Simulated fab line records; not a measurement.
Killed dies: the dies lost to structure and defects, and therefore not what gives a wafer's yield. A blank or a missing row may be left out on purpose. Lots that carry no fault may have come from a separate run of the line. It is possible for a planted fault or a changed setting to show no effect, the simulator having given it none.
Comparing a struck lot with a sound one | flow nand harc | 15 steps out of a route of 1302
Sound: the wafers L670.3, L670.4, L670.6. Struck: wafer L682.2 (left out: L682.1, L682.6 of the same lot, which were not struck); the cause appears at the end.
Per side, at each step with rows, come the tool, then ch with its chambers, and then its first start. Under that, the readings that differ: sound wafers | struck wafers | difference of the means | sigmas: that difference in standard deviations of wafers without a fault.
alike: readings whose means differ by less than 2 such deviations, and words and numbers that are the same on both sides. not compared: withheld readings, readings that some wafer has no value for, bounds like >300 that may hide the same value, and numbers for which the record gives no deviation and whose values overlap.
Wherever a step has rows on one side only, a row that says differs or no value, or a row with sigmas, the two part there. Non-overlapping numbers with no deviation appear without sigmas and do not part them. A reading missing from all wafers of one side parts the sides only when that side holds two or more wafers.

NHARC_A_ONON_D2_THK_MEAS_05: measures by ellipsometry.
  sound on film metro-02, day 14 21:57; struck on film metro-01, day 20 01:50
  alike: thk nm
then NHARC_A_ONON_D2_DEP_06 (target thk 1000 nm), 1 step lacking rows for these wafers.
NHARC_A_ONON_D2_THK_MEAS_08: measures by ellipsometry.
  sound on film metro-02, day 14 22:31; struck on film metro-01, day 20 02:24
  reading     | sound       | struck | difference | sigmas
  thk nm (nm) | 981 981 982 | 1019   | +38        | +3
then NHARC_A_ONON_D2_DEP_09 (target thk 1000 nm), 1 step lacking rows for these wafers.
NHARC_A_ONON_D2_THK_MEAS_11: measures by ellipsometry.
  sound on film metro-02, day 14 23:05; struck on film metro-01, day 20 02:58
  reading     | sound          | struck | difference | sigmas
  thk nm (nm) | 1015 1016 1016 | 994    | -22        | -2
then NHARC_A_ONON_D2_DEP_12 (target thk 1000 nm), 1 step lacking rows for these wafers.
NHARC_A_ONON_D2_THK_MEAS_14: measures by ellipsometry.
  sound on film metro-01, day 14 23:40; struck on film metro-01, day 20 03:32
  alike: thk nm
then, 2 steps without rows for these wafers: NHARC_A_ONON_D2_ANNEAL_15 (time 3600 s); NHARC_A_ONON_D2_DEP_16 (target thk 1000 nm).
NHARC_A_ONON_D2_THK_MEAS_18: measures by ellipsometry.
  sound on film metro-01, day 15 08:22; struck on film metro-02, day 20 12:47
  alike: thk nm
then NHARC_A_ONON_D2_DEP_19 (target thk 1000 nm), 1 step lacking rows for these wafers.
NHARC_A_ONON_D2_THK_MEAS_21: measures by ellipsometry.
  sound on film metro-02, day 15 08:55; struck on film metro-01, day 20 13:22
  alike: thk nm
NHARC_A_ONON_D2_DEP_22: target thk 1000 nm.
  sound on pecvd onon-02 ch 0, day 15 09:06; struck on pecvd onon-04 ch 0, day 20 13:25
NHARC_A_ONON_D2_THK_MEAS_24: measures by ellipsometry.
  sound on film metro-02, day 15 09:30; struck on film metro-02, day 20 13:55
  reading     | sound          | struck | difference | sigmas
  thk nm (nm) | 1009 1007 1007 | 952    | -56        | -6
then NHARC_A_ONON_D2_DEP_25 (target thk 1000 nm), 1 step lacking rows for these wafers.

WHERE THEY PART
Last at NHARC_A_ONON_D2_THK_MEAS_24 as far as this record goes, first at NHARC_A_ONON_D2_THK_MEAS_08.

WHY: what had been put in by the simulator
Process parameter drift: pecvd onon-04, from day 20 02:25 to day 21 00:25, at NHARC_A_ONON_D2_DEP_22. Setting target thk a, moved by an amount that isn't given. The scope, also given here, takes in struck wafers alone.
